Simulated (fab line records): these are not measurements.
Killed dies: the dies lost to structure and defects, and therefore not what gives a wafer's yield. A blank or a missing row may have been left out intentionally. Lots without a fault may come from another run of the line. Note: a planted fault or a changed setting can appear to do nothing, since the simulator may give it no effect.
Which tool is to blame?	flow n5-finfet	11 lots with 33 wafers sampled at 2 steps, on a route of 1938 steps

WHAT THE GAUGES READ, wafer by wafer
N5_BEOL_M5_THK_MEAS_01.
lot	measured	on	M5_ILD_THK (nm)
L947	day 8 06:12	film-metro-02	121.0 122.8 122.0
L951	day 9 01:25	film-metro-01	118.4 119.9 122.8
L953	day 9 09:17	film-metro-01	121.0 122.1 123.9
L955	day 10 06:16	film-metro-01	119.7 120.9 124.3
L957	day 10 18:53	film-metro-02	119.5 124.0 121.3
L958	day 10 22:59	film-metro-02	118.5 118.6 121.4
L966	day 13 18:13	film-metro-02	121.0 122.1 121.6
L948	day 13 21:06	film-metro-02	121.2 119.4 121.4
L967	day 13 22:48	film-metro-01	121.7 120.0 124.4
L969	day 14 18:26	film-metro-01	118.7 118.2 121.5
L968	day 15 07:43	film-metro-01	120.7 120.9 122.4

WHICH TOOL RAN EACH LOT (tool, then ch and the chambers of the sampled wafers, then the start)
lot	N5_BEOL_M4_ANNEAL_95
L947	pvd-sputter-03, day 8 02:09
L951	pvd-sputter-02, day 8 22:38
L953	pvd-sputter-02, day 9 05:34
L955	pvd-sputter-02, day 10 03:25
L957	pvd-sputter-02, day 10 15:37
L958	pvd-sputter-02, day 10 20:05
L966	pvd-sputter-03, day 13 15:22
L948	pvd-sputter-01, day 13 18:20
L967	pvd-sputter-03, day 13 19:49
L969	pvd-sputter-03, day 14 15:30
L968	pvd-sputter-02, day 15 04:25
- N5_BEOL_M4_ANNEAL_95: time 240 s.

THE ANSWER, worked out from the rows above alone
Rule: what is usual is taken from the lots themselves. Put in order of their means at a reading, lots are off if they are a third of the lots or fewer, leave a main group of 4 or more, and stand apart from it by a gap of 3 or more times the standard deviation of the main group's means; of several such gaps the widest counts. Not used: any main group whose means are identical at the precision the tables above print for the reading. Also off: a lot with no number at a reading for which 4 or more lots have one. Any other lot the step has rows for is counted as sound.
None of the lots is off at any reading shown; this tells nothing.

WHAT THE SIMULATOR HAD INSERTED
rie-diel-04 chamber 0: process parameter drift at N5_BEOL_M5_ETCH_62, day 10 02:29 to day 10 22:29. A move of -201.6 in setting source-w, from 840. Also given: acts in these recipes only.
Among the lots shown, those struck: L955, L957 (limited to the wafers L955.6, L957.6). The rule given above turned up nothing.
